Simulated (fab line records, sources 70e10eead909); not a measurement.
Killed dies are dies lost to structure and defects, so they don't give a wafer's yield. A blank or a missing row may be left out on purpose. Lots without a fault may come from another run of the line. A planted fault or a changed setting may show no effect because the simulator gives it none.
fab line records | flow nand_harc | part 2 of 2: steps 25 to 31 of 31
record lots=5 wafers=15 last_day=33
route steps=1302 shown P_M2@344 P_BONDPAD@351
lots that met no fault: from a run of the same line without faults
start_h: hours from the record's first day to the start of the lot's first wafer shown | wait_h: hours since the lot's step before | " the same as in the row above | L1.1+2: a row that stands for several wafers | - no value, or no start given | * or withheld: withheld | < > ~ a bound
route shown NAME@n: a module of which the file shows steps, and the number in the route of the first | usual: mean/standard deviation of fault-free wafers | same: alike in all rows | chamber/n: place in a boat | sites: the reading at each site | _std_site: their standard deviation | _edge_site: outer sites' mean less inner sites' | radius_mm: how far each site lies from the wafer's centre | mask NAME#n: copy n | behind: the tool/chamber that last shaped the wafer | hold: why the lot was held/for how many hours/how that ended | device: the transistor (n, p or np) that didn't switch | end of line: the same wafers' tests at the end of the route | a step without rows: its recipe alone | killed: dies lost to structure and defects at the first sort, not the wafer's yield | map: a wafer's dies, x killed, . not, _ none there
set.NAME: the setting as run; set.NAME@STEP: as run at that earlier step | model.NAME: the simulator's own value behind a step, which no gauge read
lots at some steps of the route; a table a step, a row a wafer
services: from which hour (start_h, from the record's first day; less than 0 if before it) a tool's chamber was out of use, for how many hours, and why
## steps
# step NHARC_P_BONDPAD_ETCH_12
# recipe target_depth_a=2000 time_s=100 chf3_flow_sccm=50 o2_flow_sccm=10 ar_flow_sccm=200 rf_w=500 bias_w=200 chemistry=CHF3/O2
# usual chf3_flow_sccm=50.02/0.15 drypump_motor_current_A=5.7/0.38 oes_product_au=0.946/0.023 rf_vpp_V=369.7/1.8 showerhead_plenum_p_Torr=2.36/0.069 throttle_valve_pct=20.573/0.0095
# columns lot.wafer tool chamber start_h wait_h chf3_flow_sccm drypump_motor_current_A oes_product_au rf_hours_counter_h rf_vpp_V showerhead_plenum_p_Torr throttle_valve_pct
L075.1 rie_diel-11 2 - - 50.11 5.4 0.917 1.5 367.8 2.27 20.567
L075.3 " 3 " " 50.13 5.4 0.935 1.7 371.1 2.38 20.583
L075.6 " 1 " " 50.00 6.1 0.927 - 367.2 2.30 20.572
L076.3 rie_diel-08 3 - - 49.87 5.7 0.955 7.8 370.5 2.48 20.565
L076.1 " 0 " " 49.99 6.0 0.947 7.2 369.6 2.39 20.560
L076.4 " 1 " " 49.98 5.1 0.971 6.2 369.0 2.35 20.585
L079.4 rie_diel-11 2 - - 49.88 5.4 0.968 3.1 368.0 2.27 20.583
L079.1 " 1 " " 49.77 6.1 0.959 2.9 367.6 2.30 20.560
L079.6 " 3 " " 49.94 5.4 0.984 - 371.1 2.38 20.579
L084.1 rie_diel-08 1 - - 50.00 5.1 0.956 2.4 369.8 2.35 20.568
L084.3 " 2 " " 49.97 5.2 0.976 2.5 370.4 2.40 20.565
L084.2 " 0 " " 50.10 6.0 0.968 2.7 370.3 2.39 20.568
L095.3 rie_diel-11 0 - - 50.06 5.8 0.923 2.2 369.9 2.28 20.579
L095.5 " 0 " " 50.20 5.8 0.936 - 367.2 2.28 20.583
L095.6 " 1 " " 49.99 6.1 0.926 - 367.7 2.30 20.575
# step NHARC_P_BONDPAD_CD_MEAS_13
# usual cd_nm=499.5/1.6
# columns lot.wafer tool chamber start_h wait_h cd_nm
L075.1 cd_sem-01 - 139.33 - 498.6
L075.3 " - " " 501.6
L075.6 " - " " 500.2
L076.1 cd_sem-01 - 157.36 - 497.4
L076.3 " - " " 496.8
L076.4 " - " " 498.5
L079.1 cd_sem-02 - 180.07 - 500.0
L079.4 " - " " 499.4
L079.6 " - " " 499.1
L084.1 cd_sem-01 - 242.59 - 498.5
L084.2 " - " " 499.2
L084.3 " - " " 500.6
L095.3 cd_sem-03 - 345.16 - 498.9
L095.5 " - " " 500.6
L095.6 " - " " 499.3
# step NHARC_P_BONDPAD_STRIP_15
# recipe o2_flow_sccm=500 ar_flow_sccm=0 bias_w=0 chemistry=O2
# usual drypump_motor_current_A=5.7/0.41 oes_product_au=0.999/0.0076 rf_vpp_V=57.7/0.87 showerhead_plenum_p_Torr=3.48/0.1 throttle_valve_pct=17.036/0.0091
# columns lot.wafer tool chamber start_h wait_h drypump_motor_current_A oes_product_au rf_hours_counter_h rf_vpp_V showerhead_plenum_p_Torr throttle_valve_pct
L075.1 rie_diel-08 2 139.41 0.1 5.3 0.990 6.6 58.2 3.53 17.022
L075.3 " 3 " " 5.7 0.993 6.8 57.8 3.64 17.033
L075.6 " 3 " " 5.7 0.992 - 58.1 3.64 17.018
L076.1 rie_diel-13 0 157.44 0.1 5.6 1.010 8.9 56.3 3.43 17.054
L076.4 " 1 " " 6.7 0.993 9.1 57.3 3.66 17.017
L076.3 " 3 " " 5.9 0.997 8.2 57.7 3.51 17.038
L079.1 rie_diel-08 3 180.19 0.1 5.7 0.993 9.5 57.7 3.64 17.029
L079.4 " 1 " " 5.1 0.998 - 57.4 3.45 17.027
L079.6 " 2 " " 5.3 0.996 - 57.2 3.52 17.029
L084.2 rie_diel-13 3 242.66 0.1 5.9 0.991 1.8 57.5 3.51 17.026
L084.3 " 0 " " 5.6 1.000 2.1 56.4 3.43 17.033
L084.1 " 2 " " 5.5 0.996 2.5 58.1 3.39 17.030
L095.3 rie_diel-08 2 345.23 0.1 5.2 0.996 7.1 57.7 3.52 17.030
L095.5 " 2 " " 5.2 0.995 - 57.3 3.52 17.039
L095.6 " 3 " " 5.7 0.999 - 57.9 3.64 17.050
# step NHARC_P_BONDPAD_ETCH_24
# recipe target_depth_a=300 over_etch_frac=0.3 time_s=72.99 ion_energy_ev=150 cf4_flow_sccm=50 n2_flow_sccm=100 ar_flow_sccm=150 rf_w=300 bias_w=100 chemistry=CF4/N2
# usual drypump_motor_current_A=5.7/0.42 n2_flow_sccm=100.00/0.28 oes_product_au=1.001/0.008 rf_vpp_V=313.7/1.6 showerhead_plenum_p_Torr=2.59/0.08 throttle_valve_pct=19.794/0.0088
# same over_etch_frac=0.3
# columns lot.wafer tool chamber start_h wait_h drypump_motor_current_A n2_flow_sccm oes_product_au rf_hours_counter_h rf_vpp_V showerhead_plenum_p_Torr throttle_valve_pct
L075.1 rie_diel-08 3 - - 5.7 100.00 0.998 6.8 316.3 2.71 19.793
L075.3 " 1 " " 5.1 99.49 0.992 5.4 312.4 2.57 19.791
L075.6 " 3 " " 5.7 100.32 1.012 - 316.0 2.71 19.796
L076.4 rie_diel-13 1 - - 6.7 99.90 1.001 9.1 316.4 2.73 19.785
L076.1 " 3 " " 5.9 99.96 1.005 8.2 313.5 2.62 19.795
L076.3 " 0 " " 5.6 100.26 1.009 8.9 313.4 2.55 19.811
L079.1 rie_diel-08 2 180.35 0.1 5.3 100.07 1.003 9.2 313.7 2.62 19.793
L079.6 " 3 " " 5.7 99.88 1.006 - 315.1 2.71 19.805
L079.4 " 1 " " 5.1 99.55 1.015 - 312.3 2.57 19.791
L084.1 rie_diel-13 1 - - 6.7 99.91 0.999 2.7 315.9 2.72 19.777
L084.2 " 2 " " 5.5 100.10 1.009 2.5 312.6 2.52 19.792
L084.3 " 0 " " 5.6 99.72 1.005 2.1 312.5 2.55 19.813
L095.3 rie_diel-08 1 - - 5.1 100.23 1.003 6.8 311.7 2.57 19.811
L095.6 " 3 " " 5.7 100.21 1.000 - 314.3 2.71 19.799
L095.5 " 0 " " 6.0 99.62 1.008 - 313.5 2.61 19.794
# step NHARC_P_BONDPAD_STRIP_16
# recipe time_s=600 temp_c=30 chemistry=post_etch_residue_remover
# columns lot.wafer tool chamber start_h wait_h
L075.3+1+6 wet_bench-08 7,0,4 139.69 -
L076.4+3+1 wet_bench-08 6,7,0 157.74 -
L079.6+1+4 wet_bench-08 3,5,6 180.48 -
L084.2+1+3 wet_bench-10 5,6,2 242.94 -
L095.6+5+3 wet_bench-08 4,5,6 345.52 -
# step NHARC_P_BONDPAD_DEGAS_25
# recipe temp_c=300 time_s=60
# usual heater_power_w=480/43
# columns lot.wafer tool chamber start_h wait_h heater_power_w
L075.3 pvd_sputter-01 - 139.96 - 463
L075.1 " - " " 498
L075.6 " - " " 456
L076.1 pvd_sputter-01 - 157.99 - 480
L076.3 " - " " 537
L076.4 " - " " 476
L079.4 pvd_sputter-03 - 180.75 - 576
L079.1 " - " " 514
L079.6 " - " " 518
L084.1 pvd_sputter-02 - 243.21 - 484
L084.3 " - " " 437
L084.2 " - " " 451
L095.3 pvd_sputter-01 - 345.78 - 469
L095.6 " - " " 473
L095.5 " - " " 466
# step NHARC_P_BONDPAD_PRE_CLEAN_26
# recipe time_s=30 temp_c=280 gas=H2/He
# usual heater_power_w=423/38
# columns lot.wafer tool chamber start_h wait_h heater_power_w
L075.1 pvd_sputter-01 - - - 438
L075.3 " - " " 405
L075.6 " - " " 435
L076.3 pvd_sputter-01 - - - 396
L076.1 " - " " 428
L076.4 " - " " 481
L079.1 pvd_sputter-03 - - - 492
L079.4 " - " " 369
L079.6 " - " " 483
L084.2 pvd_sputter-02 - - - 369
L084.1 " - " " 391
L084.3 " - " " 401
L095.3 pvd_sputter-01 - - - 412
L095.5 " - " " 404
L095.6 " - " " 414
## services
# columns tool chamber start_h hours kind
wet_bench-08 - 118.40 8.0 pm
litho_track-05 - 124.02 7.0 pm
cmp-03 - 133.37 1.2 repair
rie_diel-13 2 134.50 3.9 repair
cmp-03 - 134.60 0.8 repair
wet_bench-10 - 135.20 8.0 pm
pecvd-04 1 140.29 10.2 repair
rie_diel-08 0 179.80 2.6 repair
pecvd-03 - 185.29 13.0 pm
rie_diel-08 - 190.80 9.0 pm
litho_track-02 - 227.00 7.0 pm
pvd_sputter-01 - 234.74 10.0 pm
pvd_sputter-01 - 247.48 7.4 repair
litho_track-07 - 251.00 7.0 pm
wet_bench-08 - 254.04 6.4 repair
rie_diel-11 - 255.50 9.0 pm
pecvd-04 - 264.13 0.7 repair
pecvd-03 2 264.84 10.5 repair
pecvd-04 - 269.20 13.0 pm
wet_bench-08 - 294.40 8.0 pm
litho_track-05 - 299.02 7.0 pm
wet_bench-10 - 311.20 8.0 pm
wet_bench-10 - 326.69 0.6 repair
rie_diel-08 2 335.88 5.3 repair
